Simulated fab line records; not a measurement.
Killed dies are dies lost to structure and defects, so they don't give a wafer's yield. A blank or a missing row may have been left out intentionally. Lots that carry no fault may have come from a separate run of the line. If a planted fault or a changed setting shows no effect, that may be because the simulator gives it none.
The tool behind it: which one? + flow n5Finfet + route of 1938 steps, sampled at 1 step: 12 lots, 36 wafers

== WHAT EACH GAUGE READ, for each wafer ==
N5_BEOL_M8_CD_MEAS_11: the cd target is 38.5 nm.
| lot  | measured     | on       | cdNm (nm)      |
|------|--------------|----------|----------------|
| L075 | day 9 13:20  | cdSem-02 | 38.4 38.9 38.7 |
| L077 | day 10 12:43 | cdSem-01 | 37.7 37.5 37.3 |
| L079 | day 10 21:11 | cdSem-01 | 39.0 38.4 38.7 |
| L081 | day 11 06:40 | cdSem-01 | 38.4 39.4 38.2 |
| L082 | day 11 14:01 | cdSem-01 | 38.3 38.4 38.5 |
| L085 | day 11 23:47 | cdSem-03 | 38.9 39.1 38.2 |
| L087 | day 12 19:32 | cdSem-03 | 38.9 38.1 38.3 |
| L089 | day 13 00:23 | cdSem-01 | 38.3 38.6 38.7 |
| L090 | day 13 09:38 | cdSem-03 | 38.5 38.5 39.2 |
| L093 | day 14 06:11 | cdSem-03 | 38.4 38.1 37.7 |
| L094 | day 15 06:19 | cdSem-03 | 38.7 38.6 38.4 |
| L097 | day 15 17:57 | cdSem-02 | 37.2 38.1 37.8 |

== EACH LOT AND THE TOOL THAT RAN IT (in order: tool; ch and the chambers of the sampled wafers; start) ==
Record: no process step prior to these readings.

== THE ANSWER, worked out from the rows above alone ==
Rule: the usual values come from the lots themselves. The widest of any qualifying gaps counts: lots, ordered by their means at a reading, are off when they make up no more than a third of the lots, leave a main group of 4 or more, and stand apart from it by 3 or more times the standard deviation of that group's means. If all means in a main group match to the digits the tables above print for the reading, that group is not used. Also off: a lot with no number at a reading for which 4 or more lots have one. The other lots that the step has rows for count as sound.
No lot is off on any of the readings shown, so nothing can be concluded from this.

== WHAT WAS PUT IN BY THE SIMULATOR ==
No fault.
